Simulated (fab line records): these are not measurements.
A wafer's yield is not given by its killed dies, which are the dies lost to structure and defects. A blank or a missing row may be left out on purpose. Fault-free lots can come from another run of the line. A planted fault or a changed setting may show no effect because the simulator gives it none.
Chamber matching    flow nand harc    rie diel-13 running NHARC_A_STAIRCASE_DESCUM_168: 4 sister chambers
The step chemistry O2, time 3 s. 20 wafers are shown with their chamber, then 10 later ones without.

WAFERS PAIRED WITH THEIR CHAMBERS
wafer   chamber  drypump motor current A (A)  showerhead plenum p Torr (Torr)  oes product au (a.u.)
L074.1  3        6.5                          1.77                             0.997
L074.5  2        5.7                          1.81                             1.004
L074.6  1        5.3                          1.87                             0.995
L076.1  3        6.5                          1.77                             0.996
L076.3  0        5.5                          1.95                             0.988
L076.4  2        5.7                          1.80                             0.998
L079.4  0        5.5                          1.95                             0.996
L079.5  2        5.7                          1.80                             0.997
L079.6  1        5.4                          1.87                             0.983
L080.1  2        5.7                          1.80                             1.004
L080.2  3        6.5                          2.08                             0.998
L080.4  1        5.3                          1.87                             1.006
L085.4  2        5.7                          1.80                             1.016
L085.5  2        5.7                          1.80                             1.013
L085.6  1        5.4                          1.86                             0.997
L087.4  2        5.7                          1.79                             1.011
L087.5  1        5.3                          1.86                             1.001
L087.6  0        5.4                          1.95                             1.006
L089.2  0        5.4                          1.95                             1.004
L089.3  3        6.5                          2.07                             0.994

SIGNATURES (means of the wafers above)
reading                   chamber 0  chamber 1  chamber 2  chamber 3  scatter within a chamber
drypump motor current A   5.450      5.340      5.700      6.500      0.0371
showerhead plenum p Torr  1.9500     1.8660     1.8000     1.9225     0.0764
oes product au            0.99850    0.99640    1.00614    0.99625    0.00722
Rule: for each reading, subtract the chamber's mean from the wafer's reading, divide by that reading's scatter and square the result; add these up over the readings and take the root, which gives the wafer's distance from the chamber. The wafer belongs to the nearest chamber; if the next one is less than 2 further off, it can't be placed. The scatter: the root of (the sum of the squares of (reading less its chamber's mean) over the shown wafers, divided by (wafers less chambers)).

WAFERS WHOSE CHAMBER IS MISSING
wafer   drypump motor current A (A)  showerhead plenum p Torr (Torr)  oes product au (a.u.)
L089.6  5.4                          1.86                             0.993
L090.1  5.4                          1.86                             1.004
L090.2  5.7                          1.79                             1.013
L090.5  5.4                          1.86                             0.993
L091.1  5.7                          1.79                             1.006
L091.3  5.3                          1.86                             1.005
L091.4  6.5                          2.07                             1.000
L095.1  5.3                          1.86                             1.009
L095.2  5.7                          1.79                             1.010
L095.6  5.7                          1.79                             1.010

EACH ONE'S CHAMBER
wafer   from the rows above      in truth
L089.6  can't be placed: 1 or 0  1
L090.1  can't be placed: 1 or 0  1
L090.2  2                        2
L090.5  can't be placed: 1 or 0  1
L091.1  2                        2
L091.3  1                        1
L091.4  3                        3
L095.1  1                        1
L095.2  2                        2
L095.6  2                        2
7 of 10 placed correctly. From these rows, 3 cannot be placed; in 3 the true chamber is one of the candidates. Number placed wrongly: 0.
